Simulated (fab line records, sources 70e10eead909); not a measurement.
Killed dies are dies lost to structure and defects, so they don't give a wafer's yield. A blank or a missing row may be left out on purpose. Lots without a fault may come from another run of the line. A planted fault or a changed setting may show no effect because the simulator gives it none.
Chamber matching | flow nand_harc | NHARC_A_STAIRCASE_DESCUM_219 on rie_diel-02: 4 sister chambers
The step chemistry O2, time 3 s. 4 wafers are shown with their chamber, then 9 later ones without.

WAFERS WITH THEIR CHAMBER
wafer  | chamber | drypump_motor_current_A (A)
L081.4 | 1       | 5.9
L084.5 | 0       | 6.1
L085.5 | 2       | 6.5
L085.6 | 3       | 5.5

WAFERS WITHOUT THEIR CHAMBER
wafer  | drypump_motor_current_A (A)
L089.2 | 5.8
L089.5 | 5.8
L089.6 | 6.1
L091.1 | 6.5
L091.3 | 5.5
L091.4 | 5.8
L092.1 | 6.1
L092.4 | 5.5
L092.5 | 6.5

WHICH CHAMBER EACH WENT THROUGH
wafer  | from the rows above | in truth
L089.2 | 1                   | 1
L089.5 | 1                   | 1
L089.6 | 0                   | 0
L091.1 | 2                   | 2
L091.3 | 3                   | 3
L091.4 | 1                   | 1
L092.1 | 0                   | 0
L092.4 | 3                   | 3
L092.5 | 2                   | 2
Placed correctly: 9 of 9. Can't be placed from these rows: 0. Placed wrongly: 0.
How it was worked out, from the rows above alone: a wafer's distance from a chamber is the root of the sum, over the readings, of the square of ((its reading less the chamber's mean) divided by the reading's scatter). The wafer belongs to the nearest chamber; if the next one is less than 2 further off, it can't be placed. A chamber's mean is the mean of its shown wafers. The scatter: with one shown wafer a chamber, the root of the mean of the squares of how far each hidden wafer lies from its nearest shown one.
